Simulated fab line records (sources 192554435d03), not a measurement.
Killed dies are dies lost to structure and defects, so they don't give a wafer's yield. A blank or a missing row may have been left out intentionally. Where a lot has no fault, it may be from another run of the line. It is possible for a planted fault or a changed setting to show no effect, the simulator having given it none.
Matching of chambers / flow n5 finfet / 4 sister chambers for N5_MOL_CONTACT_COAG_ETCH_124 on rie diel-02
The step etches SiNx in CH3F/O2, stops on SiOC, target depth 6.5 nm. 8 wafers are shown with their chamber, then 7 later ones without.

== WAFERS WITH THEIR CHAMBER ==
wafer=L079.1; chamber=1; drypump motor current A (A)=5.6; showerhead plenum p Torr (Torr)=1.89
wafer=L079.4; chamber=0; drypump motor current A (A)=5.9; showerhead plenum p Torr (Torr)=2.06
wafer=L079.5; chamber=2; drypump motor current A (A)=4.8; showerhead plenum p Torr (Torr)=2.05
wafer=L080.3; chamber=3; drypump motor current A (A)=5.2; showerhead plenum p Torr (Torr)=1.96
wafer=L080.4; chamber=2; drypump motor current A (A)=4.8; showerhead plenum p Torr (Torr)=2.05
wafer=L080.5; chamber=1; drypump motor current A (A)=5.7; showerhead plenum p Torr (Torr)=1.89
wafer=L086.2; chamber=0; drypump motor current A (A)=5.9; showerhead plenum p Torr (Torr)=2.06
wafer=L086.3; chamber=3; drypump motor current A (A)=5.2; showerhead plenum p Torr (Torr)=1.95

== WAFERS WHOSE CHAMBER IS MISSING ==
wafer=L086.6; drypump motor current A (A)=4.8; showerhead plenum p Torr (Torr)=2.04
wafer=L088.4; drypump motor current A (A)=5.2; showerhead plenum p Torr (Torr)=1.95
wafer=L088.5; drypump motor current A (A)=5.7; showerhead plenum p Torr (Torr)=1.89
wafer=L088.6; drypump motor current A (A)=4.8; showerhead plenum p Torr (Torr)=2.04
wafer=L091.2; drypump motor current A (A)=4.8; showerhead plenum p Torr (Torr)=2.04
wafer=L091.4; drypump motor current A (A)=5.6; showerhead plenum p Torr (Torr)=1.88
wafer=L091.6; drypump motor current A (A)=5.7; showerhead plenum p Torr (Torr)=1.88

== WHICH CHAMBER EACH WENT THROUGH ==
wafer=L086.6; from the rows above=2; in truth=2
wafer=L088.4; from the rows above=3; in truth=3
wafer=L088.5; from the rows above=1; in truth=1
wafer=L088.6; from the rows above=2; in truth=2
wafer=L091.2; from the rows above=2; in truth=2
wafer=L091.4; from the rows above=1; in truth=1
wafer=L091.6; from the rows above=1; in truth=1
Correct placement for 7 of the 7. Can't be placed from these rows: 0. Wrongly placed: 0.
How it was worked out, from the rows above alone: a wafer's distance from a chamber is the root of the sum, over the readings, of the square of ((its reading less the chamber's mean) divided by the reading's scatter). The wafer belongs to the nearest chamber; if the next one is less than 2 further off, it can't be placed. Each chamber's mean is taken over the wafers shown for it. The scatter: the root of (the sum of the squares of (reading less its chamber's mean) over the shown wafers, divided by (wafers less chambers)).
